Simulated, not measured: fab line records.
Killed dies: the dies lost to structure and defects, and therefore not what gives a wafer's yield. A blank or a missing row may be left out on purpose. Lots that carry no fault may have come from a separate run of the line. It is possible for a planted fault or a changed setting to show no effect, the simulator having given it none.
Split-lot experiment :: flow n5_finfet :: 21 wafers read from 7 lots, route of 1938 steps

ON THE SPLIT
At N5_MOL_CONTACT_COAG_PECVD_31 (deposits SiO2 from TEOS/O2, target thk 46 nm, time 8.9 s), the setting temp_c was moved away from the recipe's 400 C on 8 of the 21 wafers read, by -3.7% to +3.2%. For the rest of the wafers, this setting stayed at what the recipe calls for.

FROM THE SPLIT TO THE READING: what the file shows between them, 4 steps
- N5_MOL_CONTACT_COAG_COAT_75: time 60 s, resist thk 60 nm
- N5_MOL_CONTACT_COAG_COAT_76: time 60 s, resist thk 10 nm
- N5_MOL_CONTACT_COAG_ETCHBACK_135: etches SiO2 in CHF3, target depth 25 nm, time 16.7 s
- N5_MOL_CONTACT_COAG_STRIP_118: strips in CHF3

THE READING
etch.depth_nm (the simulator's own value, which no gauge read), in nm, at N5_MOL_CONTACT_COAG_VIA_ETCH_46 (etches SiO2 in C4F6/O2, target depth 46 nm, overetch 9.2 nm, time 40 s). No usual value for it is given in the file. The 13 wafers here that ran the recipe average 45.78 nm, standard deviation 0.5 nm.

wafer: L074.3
tool, chamber at the split: pecvd-03, 1
temp_c as run, C: 391.8
against the recipe: -2.0%
etch.depth_nm, nm: 48.35
against lot-mates on the recipe: +1.44

wafer: L074.5
tool, chamber at the split: pecvd-03, 1
temp_c as run, C: 400
against the recipe: recipe
etch.depth_nm, nm: 46.91
against lot-mates on the recipe: -

wafer: L074.6
tool, chamber at the split: pecvd-03, 0
temp_c as run, C: 391.8
against the recipe: -2.0%
etch.depth_nm, nm: 49.32
against lot-mates on the recipe: +2.41

wafer: L075.2
tool, chamber at the split: pecvd-04, 2
temp_c as run, C: 400
against the recipe: recipe
etch.depth_nm, nm: 45.36
against lot-mates on the recipe: -

wafer: L075.4
tool, chamber at the split: pecvd-04, 2,1
temp_c as run, C: 400
against the recipe: recipe
etch.depth_nm, nm: 46.14
against lot-mates on the recipe: -

wafer: L075.6
tool, chamber at the split: pecvd-04, 2,1
temp_c as run, C: 400
against the recipe: recipe
etch.depth_nm, nm: 46.17
against lot-mates on the recipe: -

wafer: L077.2
tool, chamber at the split: pecvd-02, 1,0
temp_c as run, C: 400
against the recipe: recipe
etch.depth_nm, nm: 45.52
against lot-mates on the recipe: -

wafer: L077.3
tool, chamber at the split: pecvd-02, 0
temp_c as run, C: 412.7
against the recipe: +3.2%
etch.depth_nm, nm: 41.46
against lot-mates on the recipe: -4.10

wafer: L077.4
tool, chamber at the split: pecvd-02, 1,0
temp_c as run, C: 400
against the recipe: recipe
etch.depth_nm, nm: 45.6
against lot-mates on the recipe: -

wafer: L079.1
tool, chamber at the split: pecvd-04, 2
temp_c as run, C: 400
against the recipe: recipe
etch.depth_nm, nm: 45.36
against lot-mates on the recipe: -

wafer: L079.2
tool, chamber at the split: pecvd-04, 1
temp_c as run, C: 400
against the recipe: recipe
etch.depth_nm, nm: 45.13
against lot-mates on the recipe: -

wafer: L079.6
tool, chamber at the split: pecvd-04, 2
temp_c as run, C: 400
against the recipe: recipe
etch.depth_nm, nm: 45.75
against lot-mates on the recipe: -

wafer: L085.2
tool, chamber at the split: pecvd-02, 1
temp_c as run, C: 400
against the recipe: recipe
etch.depth_nm, nm: 45.43
against lot-mates on the recipe: -

wafer: L085.5
tool, chamber at the split: pecvd-02, 2
temp_c as run, C: 400
against the recipe: recipe
etch.depth_nm, nm: 45.68
against lot-mates on the recipe: -

wafer: L085.6
tool, chamber at the split: pecvd-02, 1
temp_c as run, C: 400
against the recipe: recipe
etch.depth_nm, nm: 46.56
against lot-mates on the recipe: -

wafer: L089.1
tool, chamber at the split: pecvd-02, 1
temp_c as run, C: 400
against the recipe: recipe
etch.depth_nm, nm: 45.57
against lot-mates on the recipe: -

wafer: L089.3
tool, chamber at the split: pecvd-02, 0
temp_c as run, C: 385
against the recipe: -3.7%
etch.depth_nm, nm: 49.27
against lot-mates on the recipe: +3.70

wafer: L089.6
tool, chamber at the split: pecvd-02, 1
temp_c as run, C: 385
against the recipe: -3.7%
etch.depth_nm, nm: 50.77
against lot-mates on the recipe: +5.20

wafer: L097.1
tool, chamber at the split: pecvd-04, 2
temp_c as run, C: 393.3
against the recipe: -1.7%
etch.depth_nm, nm: 47.31
against lot-mates on the recipe: no lot-mate on the recipe

wafer: L097.2
tool, chamber at the split: pecvd-04, 0
temp_c as run, C: 393.3
against the recipe: -1.7%
etch.depth_nm, nm: 47.02
against lot-mates on the recipe: no lot-mate on the recipe

wafer: L097.4
tool, chamber at the split: pecvd-04, 1
temp_c as run, C: 393.3
against the recipe: -1.7%
etch.depth_nm, nm: 48.38
against lot-mates on the recipe: no lot-mate on the recipe
If several chambers appear in one row, that row covers several wafers at once and the file leaves open which wafer was in which chamber.

THE FIT
A straight line over all 21 wafers: etch.depth_nm changes by -1.23 nm for each +1% of temp_c; r = -0.95; the points scatter about the line by 0.61 nm.
The same after taking each lot's own level away (the mean of its wafers on the recipe; 18 wafers): -1.18 nm for each +1%; r = -0.97; scatter 0.46 nm.
According to that fit, moving temp_c by its largest amount changes the reading by 4.4 nm.
From 45.413 to 46.910 nm: that is the span of the lots' own levels, equal to 3.0 times the standard deviation above.
Consequently the slope shifts little with the lot-to-lot level, the two slopes agreeing.
Check: +4.63 nm against its lot-mates is what the line predicts for one of the wafers moved furthest among these (-3.7%) when that wafer is left out of the fit. It came out at +3.7 nm against them.

OTHER SPLITS ON THESE WAFERS
Before the reading, these wafers also passed through other splits. Each is held against what the fit with the lots' levels taken away leaves over:
other split on the same wafers: N5_SDB_ALD_29 ald_cycles
wafers away from the commonest value: 8
r with etch.depth_nm (lot level and that fit taken away): +0.17

other split on the same wafers: N5_GATE_CUT_COAT_27 spin_rpm
wafers away from the commonest value: 5
r with etch.depth_nm (lot level and that fit taken away): +0.09

other split on the same wafers: N5_GATE_CUT_EXPOSE_10 dose_mj
wafers away from the commonest value: 7
r with etch.depth_nm (lot level and that fit taken away): +0.10

THE WHOLE CHAIN: every reading that the file lists as answering this split, in the file's order
step: N5_MOL_CONTACT_COAG_PECVD_31
what it does: deposits SiO2 from TEOS/O2, target thk 46 nm, time 8.9 s
reading: SiO2_of_MOL_CONTACT_COAG_PECVD_31.thk_nm (the simulator's own value, which no gauge read)
change (the file's fit): -1.19 nm for each +1% of the setting
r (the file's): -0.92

step: N5_MOL_CONTACT_COAG_VIA_ETCH_46
what it does: etches SiO2 in C4F6/O2, target depth 46 nm, overetch 9.2 nm, time 40 s
reading: etch.depth_nm (the simulator's own value, which no gauge read)
change (the file's fit): -1.19 nm for each +1% of the setting
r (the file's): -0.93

FILE'S OWN FIT
etch.depth_nm changes by -1.19 nm for each +1% of temp_c, r = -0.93.
